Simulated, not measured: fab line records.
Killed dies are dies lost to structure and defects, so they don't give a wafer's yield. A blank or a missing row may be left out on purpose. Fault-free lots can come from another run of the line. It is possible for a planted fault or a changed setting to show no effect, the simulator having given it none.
Split-lot trial -- flow n5 finfet -- route with 1938 steps; 7 lots, 21 wafers read

THE SPLIT ITSELF
At N5_BEOL_M15_EXPOSE_25 (exposes mask M15, target cd 400 nm), the setting dose mj was moved away from the recipe's 35.5 on 8 of the 21 wafers read, by -6.5% to +5.5%. The other wafers ran this setting at the recipe's value.

FROM THE SPLIT TO THE READING: what the file shows between them, 2 steps
- N5_BEOL_M15_DEVELOP_27: develop time 45 s (also split here: develop time s)
- N5_BEOL_M15_HARDBAKE_32: time 120 s

THE READING
cd nm, in nm, at N5_BEOL_M15_CD_MEAS_28 (target cd 407.6 nm). Typical for fault-free wafers on this fab line: 408.2 nm, with standard deviation 2 nm.

wafer,"tool, chamber at the split",dose mj as run,against the recipe,"cd nm, nm",against lot-mates on the recipe
L075.2,"krf scanner-01, 0",35.5,recipe,409.1,-
L075.4,"krf scanner-01, 0",35.5,recipe,410.0,-
L075.6,"krf scanner-01, 0",35.5,recipe,409.9,-
L078.1,"krf scanner-02, 0",33.19,-6.5%,396.7,-11.6
L078.4,"krf scanner-02, 0",33.19,-6.5%,397.0,-11.3
L078.6,"krf scanner-02, 0",35.5,recipe,408.3,-
L082.2,"krf scanner-02, 0",33.21,-6.5%,394.3,-11.3
L082.3,"krf scanner-02, 0",35.5,recipe,405.6,-
L082.6,"krf scanner-02, 0",33.21,-6.5%,394.5,-11.1
L084.1,"krf scanner-01, 0",35.5,recipe,410.5,-
L084.2,"krf scanner-01, 0",35.5,recipe,411.3,-
L084.3,"krf scanner-01, 0",35.5,recipe,408.4,-
L087.4,"krf scanner-01, 0",35.5,recipe,409.1,-
L087.5,"krf scanner-01, 0",35.5,recipe,412.2,-
L087.6,"krf scanner-01, 0",37.47,+5.5%,420.9,+10.2
L093.2,"krf scanner-02, 0",35.5,recipe,406.0,-
L093.4,"krf scanner-02, 0",35.5,recipe,405.7,-
L093.5,"krf scanner-02, 0",37.23,+4.9%,412.4,+6.5
L096.1,"krf scanner-02, 0",37.44,+5.5%,415.9,+6.8
L096.4,"krf scanner-02, 0",35.5,recipe,409.1,-
L096.5,"krf scanner-02, 0",37.44,+5.5%,417.2,+8.1

THE FIT
A straight line over all 21 wafers: cd nm changes by +1.8 nm for each +1% of dose mj; r = +0.95; the points scatter about the line by 2.3 nm.
The same after taking each lot's own level away (the mean of its wafers on the recipe; 21 wafers): +1.64 nm for each +1%; r = +0.99; scatter 1 nm.
That fit puts the effect of the largest move of dose mj on the reading at 11 nm.
Across the lots, their own levels run from 405.60 to 410.65 nm, a range of 2.5 times the standard deviation given above.
So the lot-to-lot level changes the slope little: the two slopes agree.
Check: -10.8 nm against its lot-mates is what the line predicts for one of the wafers moved furthest among these (-6.5%) when that wafer is left out of the fit. Against them it came out at -11.6 nm.

OTHER SPLITS ON THESE WAFERS
Before the reading, these wafers also passed through other splits. Each is held against what the fit with the lots' levels taken away leaves over:
other split on the same wafers,wafers away from the commonest value,r with cd nm (lot level and that fit taken away)
N5_BEOL_M11_COAT_05 spin rpm,5,+0.04
N5_BEOL_M11_VIA_ETCH_34 time s,7,+0.16
N5_BEOL_M11_ETCH_41 time s,5,+0.25
N5_BEOL_M14_ETCH_59 time s,7,-0.02
N5_BEOL_M15_DEVELOP_27 develop time s,6,-0.11

THE WHOLE CHAIN: every reading that the file lists as answering this split, in the file's order
step,what it does,reading,change (the file's fit),r (the file's)
N5_BEOL_M15_CD_MEAS_28,target cd 407.6 nm,cd nm,+1.64 nm for each +1% of the setting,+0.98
N5_BEOL_M15_DESCUM_33,"chemistry O2, time 7.9 s","BEOL_M15.cd nm (the simulator's own value, which no gauge read)",+1.63 nm for each +1% of the setting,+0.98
N5_BEOL_M15_ETCH_61,"etches BARC in N2/H2, target depth 89 nm, overetch 26.7 nm, time 67.9 s","BEOL_M15.cd nm (the simulator's own value, which no gauge read)",+1.69 nm for each +1% of the setting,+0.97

THE FILE'S OWN FIT
cd nm changes by +1.64 nm for each +1% of dose mj, r = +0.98.
